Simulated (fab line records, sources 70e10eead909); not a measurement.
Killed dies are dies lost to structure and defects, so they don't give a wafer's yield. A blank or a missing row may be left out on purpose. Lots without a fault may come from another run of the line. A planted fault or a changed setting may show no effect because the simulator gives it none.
fab line records | flow nand_harc
record lots=13 wafers=39 last_day=25
route steps=1159 shown P_ZERO_WELL@61 P_STI@84 P_GATE@138
lots that met no fault: from a run of the same line without faults
start_h: hours from the record's first day to the start of the lot's first wafer shown | wait_h: hours since the lot's step before | " the same as in the row above | L1.1+2: a row that stands for several wafers | - no value, or no start given | * or withheld: withheld | < > ~ a bound
route shown NAME@n: a module of which the file shows steps, and the number in the route of the first | usual: mean/standard deviation of fault-free wafers | same: alike in all rows | chamber/n: place in a boat | sites: the reading at each site | _std_site: their standard deviation | _edge_site: outer sites' mean less inner sites' | radius_mm: how far each site lies from the wafer's centre | mask NAME#n: copy n | behind: the tool/chamber that last shaped the wafer | hold: why the lot was held/for how many hours/how that ended | device: the transistor (n, p or np) that didn't switch | end of line: the same wafers' tests at the end of the route | a step without rows: its recipe alone | killed: dies lost to structure and defects at the first sort, not the wafer's yield | map: a wafer's dies, x killed, . not, _ none there
set.NAME: the setting as run; set.NAME@STEP: as run at that earlier step | model.NAME: the simulator's own value behind a step, which no gauge read
steps of the route over a sample of lots; a table a step, a row a wafer
services: from which hour (start_h, from the record's first day; less than 0 if before it) a tool's chamber was out of use, for how many hours, and why
## steps
# step NHARC_P_ZERO_WELL_DESCUM_54
# recipe time_s=3 o2_flow_sccm=200 ar_flow_sccm=0 bias_power_w=0 chemistry=O2
# usual chamber_pressure_mTorr=60.00/0.057 drypump_motor_current_A=5.8/0.48 oes_product_au=1.005/0.011 rf_vpp_V=57.8/0.97 showerhead_plenum_p_Torr=1.91/0.1 throttle_valve_pct=11.312/0.011
# columns lot.wafer tool chamber start_h wait_h chamber_pressure_mTorr drypump_motor_current_A oes_product_au rf_hours_counter_h rf_vpp_V showerhead_plenum_p_Torr throttle_valve_pct
L322.2 rie_diel-08 3 18.01 - 60.00 5.7 0.993 3 58.2 1.92 11.315
L322.1 " 2 " " 60.05 5.4 1.003 4 56.9 1.85 11.296
L322.6 " 3 " " 60.06 5.6 0.991 - 57.4 1.92 11.306
L324.1 rie_diel-01 3 29.84 - 60.08 5.8 1.007 4 56.9 1.87 11.312
L324.2 " 1 " " 59.86 4.8 1.018 4 59.4 2.04 11.311
L324.5 " 3 " " 59.88 5.8 1.017 - 58.9 1.87 11.317
L325.1 rie_diel-01 0 35.85 - 60.06 6.1 1.000 6 57.8 1.80 11.309
L325.5 " 2 " " 59.94 6.0 1.018 - 58.8 1.83 11.296
L325.6 " 3 " " 59.98 5.8 1.008 - 56.6 1.87 11.310
L326.4 rie_diel-12 2 41.91 - 59.97 5.8 1.002 0 58.4 2.07 11.317
L326.3 " 3 " " 59.97 5.0 0.985 0 56.7 1.83 11.311
L326.2 " 0 " " 59.90 6.5 0.993 1 59.2 2.07 11.316
L329.2 rie_diel-12 1 59.72 - 60.06 6.2 1.024 1 58.0 2.05 11.326
L329.4 " 3 " " 60.02 5.0 1.000 - 57.1 1.83 11.305
L329.5 " 1 " " 60.07 6.3 1.002 - 57.8 2.05 11.322
L330.2 rie_diel-01 1 65.98 - 60.01 4.8 1.018 7 57.1 2.04 11.305
L330.3 " 2 " " 60.07 6.0 1.020 7 57.1 1.83 11.326
L330.1 " 0 " " 60.09 6.1 1.011 8 58.3 1.80 11.317
L331.1 rie_diel-01 3 71.93 - 60.13 5.8 1.013 7 58.3 1.87 11.318
L331.4 " 0 " " 60.02 6.1 1.006 8 58.2 1.80 11.310
L331.6 " 0 " " 60.00 6.1 1.004 - 57.7 1.80 11.321
L332.4 rie_diel-08 0 77.96 - 59.99 6.3 1.006 8 57.2 1.90 11.304
L332.2 " 1 " " 60.09 6.0 1.004 9 57.4 1.79 11.325
L332.6 " 0 " " 59.98 6.3 1.006 - 57.6 1.90 11.307
L340.4 rie_diel-01 1 125.81 - 60.01 4.8 0.999 12 60.0 2.04 11.327
L340.1 " 3 " " 60.05 5.8 1.005 11 58.0 1.87 11.326
L340.3 " 0 " " 59.99 6.1 0.995 12 56.1 1.80 11.314
L342.2 rie_diel-12 1 138.10 - 59.94 6.2 1.011 8 59.5 2.05 11.320
L342.1 " 2 " " 60.09 5.8 0.991 7 59.4 2.07 11.319
L342.6 " 0 " " 60.01 6.5 1.002 - 58.3 2.06 11.327
L343.3 rie_diel-08 2 144.11 - 60.00 5.4 0.999 1 57.2 1.85 11.327
L343.6 " 3 " " 60.02 5.7 1.000 - 58.3 1.92 11.308
L343.5 " 0 " " 59.95 6.3 0.989 - 55.7 1.90 11.284
L344.4 rie_diel-01 2 149.96 - 60.01 6.0 1.033 0 58.5 1.83 11.325
L344.2 " 3 " " 60.04 5.8 1.009 0 56.4 1.87 11.310
L344.1 " 0 " " 60.03 6.0 1.005 0 58.7 1.80 11.315
L345.2 rie_diel-01 1 156.04 - 59.94 4.8 1.010 0 58.6 2.04 11.330
L345.1 " 2 " " 60.11 6.0 1.037 0 57.6 1.83 11.288
L345.4 " 0 " " 59.99 6.0 1.008 0 56.2 1.80 11.301
# step NHARC_P_STI_OVL_MEAS_10
# usual overlay_x_nm=0/6.7 overlay_y_nm=1/5.4
# columns lot.wafer tool chamber start_h wait_h overlay_x_nm overlay_y_nm
L322.1 overlay-01 - 36.88 - 9 6
L322.2 " - " " 9 6
L322.6 " - " " 9 6
L324.1 overlay-02 - 47.96 - -1 -2
L324.2 " - " " -1 -2
L324.5 " - " " 0 -3
L326.2 overlay-01 - 62.31 - 0 -4
L326.3 " - " " 0 -4
L326.4 " - " " 0 -4
L325.1 overlay-01 - 62.48 - -6 6
L325.5 " - " " -7 6
L325.6 " - " " -6 6
L329.2 overlay-01 - 77.64 - 0 1
L329.4 " - " " 0 1
L329.5 " - " " 0 1
L330.1 overlay-01 - 84.29 - 0 -5
L330.2 " - " " 1 -4
L330.3 " - " " 1 -5
L331.1 overlay-01 - 90.85 - 0 5
L331.4 " - " " 0 6
L331.6 " - " " 0 5
L332.2 overlay-01 - 95.00 - 8 -4
L332.4 " - " " 7 -3
L332.6 " - " " 8 -4
L340.1 overlay-02 - 144.27 - -2 1
L340.3 " - " " -2 1
L340.4 " - " " -1 1
L342.1 overlay-02 - 158.19 - -5 -9
L342.2 " - " " -5 -9
L342.6 " - " " -5 -8
L343.3 overlay-01 - 158.36 - -6 -12
L343.5 " - " " -6 -12
L343.6 " - " " -5 -13
L344.1 overlay-02 - 167.18 - 1 1
L344.2 " - " " 0 1
L344.4 " - " " 0 1
L345.1 overlay-01 - 173.13 - 6 5
L345.2 " - " " 6 5
L345.4 " - " " 6 4
# step NHARC_P_GATE_EXPOSE_23
# recipe na=1.35 target_cd_nm=120 dose_mj=93.91 mask_id=P_GATE
# columns lot.wafer tool chamber start_h wait_h mask
L322.1+2+6 arfi_scanner-01 0 90.15 - P_GATE#0
L324.1+2+5 arfi_scanner-03 0 97.98 - P_GATE#0
L325.1+5+6 arfi_scanner-03 0 118.63 - P_GATE#0
L326.2+3+4 arfi_scanner-03 0 119.28 - P_GATE#0
L329.2+4+5 arfi_scanner-02 0 132.10 - P_GATE#0
L330.1+2+3 arfi_scanner-01 0 137.42 - P_GATE_R1#0
L332.2+4+6 arfi_scanner-01 0 143.84 - P_GATE#0
L331.1+4+6 arfi_scanner-01 0 144.33 - P_GATE#0
L340.1+3+4 arfi_scanner-02 0 197.08 - P_GATE#0
L343.3+5+6 arfi_scanner-01 0 209.31 - P_GATE#0
L342.1+2+6 arfi_scanner-02 0 209.46 - P_GATE#0
L344.1+2+4 arfi_scanner-01 0 223.15 - P_GATE#0
L345.1+2+4 arfi_scanner-02 0 232.61 - P_GATE#0
# step NHARC_P_GATE_CD_MEAS_26
# recipe target_cd_nm=120 landing_energy_ev=500
# usual cd_nm=119.7/0.52
# columns lot.wafer tool chamber start_h wait_h cd_nm
L322.1 cd_sem-03 0 90.29 - 119.0
L322.2 " 0 " " 120.2
L322.6 " 0 " " 120.0
L324.1 cd_sem-03 0 98.12 - 119.1
L324.2 " 0 " " 119.1
L324.5 " 0 " " 119.1
L325.1 cd_sem-02 0 118.77 - 119.3
L325.5 " 0 " " 119.2
L325.6 " 0 " " 119.8
L326.2 cd_sem-03 0 119.42 - 119.2
L326.3 " 0 " " 119.9
L326.4 " 0 " " 120.1
L329.2 cd_sem-03 0 132.24 - 119.6
L329.4 " 0 " " 120.3
L329.5 " 0 " " 120.1
L330.1 cd_sem-02 0 137.56 - 117.0
L330.2 " 0 " " 116.9
L330.3 " 0 " " 118.0
L332.2 cd_sem-02 0 143.98 - 119.9
L332.4 " 0 " " 120.9
L332.6 " 0 " " 119.7
L331.1 cd_sem-03 0 144.47 - 119.0
L331.4 " 0 " " 119.9
L331.6 " 0 " " 119.8
L340.1 cd_sem-02 0 197.22 - 119.6
L340.3 " 0 " " 119.5
L340.4 " 0 " " 120.4
L343.3 cd_sem-02 0 209.45 - 119.7
L343.5 " 0 " " 120.3
L343.6 " 0 " " 119.7
L342.1 cd_sem-02 0 209.60 - 120.5
L342.2 " 0 " " 120.7
L342.6 " 0 " " 119.6
L344.1 cd_sem-02 0 223.29 - 119.9
L344.2 " 0 " " 119.5
L344.4 " 0 " " 119.9
L345.1 cd_sem-03 0 232.75 - 119.1
L345.2 " 0 " " 119.8
L345.4 " 0 " " 120.2
# step NHARC_P_GATE_CD_MEAS_33
# usual cd_nm=120.7/2.7
# columns lot.wafer tool chamber start_h wait_h cd_nm
L322.1 cd_sem-01 - 91.35 - 119.2
L322.2 " - " " 121.7
L322.6 " - " " 121.0
L324.1 cd_sem-01 - 99.16 - 123.4
L324.2 " - " " 115.3
L324.5 " - " " 122.8
L325.1 cd_sem-02 - 119.80 - 124.8
L325.5 " - " " 121.9
L325.6 " - " " 124.1
L326.2 cd_sem-01 - 120.40 - 120.2
L326.3 " - " " 125.5
L326.4 " - " " 120.3
L329.2 cd_sem-03 - 133.41 - 119.7
L329.4 " - " " 123.7
L329.5 " - " " 123.9
L330.1 cd_sem-03 - 138.55 - 116.3
L330.2 " - " " 114.7
L330.3 " - " " 116.2
L332.2 cd_sem-02 - 145.32 - 118.7
L332.4 " - " " 124.0
L332.6 " - " " 119.6
L331.1 cd_sem-03 - 145.72 - 118.7
L331.4 " - " " 119.6
L331.6 " - " " 119.9
L340.1 cd_sem-02 - 198.24 - 122.1
L340.3 " - " " 116.9
L340.4 " - " " 117.3
L343.3 cd_sem-03 - 210.59 - 118.8
L343.5 " - " " 122.6
L343.6 " - " " 116.9
L342.1 cd_sem-01 - 210.62 - 121.0
L342.2 " - " " 118.9
L342.6 " - " " 117.0
L344.1 cd_sem-01 - 224.33 - 124.6
L344.2 " - " " 122.3
L344.4 " - " " 119.5
L345.1 cd_sem-02 - 233.87 - 123.2
L345.2 " - " " 111.7
L345.4 " - " " 121.0
## services
# columns tool chamber start_h hours kind
arfi_scanner-02 - -5.04 0.7 repair
rie_diel-01 3 -1.05 9.5 repair
rie_diel-01 - 1.39 0.8 repair
arfi_scanner-02 - 4.42 1.0 repair
rie_diel-01 0 12.86 8.0 repair
arfi_scanner-01 - 15.16 0.4 repair
rie_diel-12 3 16.80 9.8 repair
arfi_scanner-02 - 17.63 1.2 repair
rie_diel-12 - 21.95 0.1 repair
arfi_scanner-01 - 24.00 4.0 pm
rie_diel-12 - 25.40 9.0 pm
arfi_scanner-02 - 28.24 2.0 repair
rie_diel-12 1 42.84 1.2 repair
rie_diel-12 0 48.98 15.5 repair
rie_diel-01 - 54.85 0.8 repair
arfi_scanner-02 - 84.00 4.0 pm
rie_diel-08 - 124.80 9.0 pm
arfi_scanner-01 - 124.97 0.7 repair
rie_diel-12 - 131.49 1.0 repair
rie_diel-01 - 137.85 9.0 pm
arfi_scanner-02 - 142.61 1.2 repair
rie_diel-01 0 165.12 5.2 repair
arfi_scanner-01 - 196.00 4.0 pm
arfi_scanner-02 - 214.96 2.1 repair
## key
first_sign step=NHARC_P_GATE_EXPOSE_23 reading=mask direction=changed
effect step=NHARC_P_GATE_CD_MEAS_26 reading=cd_nm direction=down sigmas=4.8 usual=119.7 struck=117.3
met_at NHARC_P_GATE_EXPOSE_23
struck_lots L330
tester_left_out L330
not_acting_at NHARC_P_ZERO_WELL_DESCUM_54,NHARC_P_STI_OVL_MEAS_10,NHARC_P_GATE_CD_MEAS_33
onset_between 90.15 137.42
fault kind=wrong_mask tool=any chamber=- onset_h=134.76 steps=NHARC_P_GATE_EXPOSE_23 aux_copy=P_GATE_R1#0 cd_offset_nm=-2.3778 scope=struck_lots_only
# tester_left_out: of these lots the tester's yield and bins aren't shown, on N5 and GAA mostly nor the transistor test; their killed dies are dies lost to structure and defects alone, not to doping, threshold or leakage, so they don't give the yield
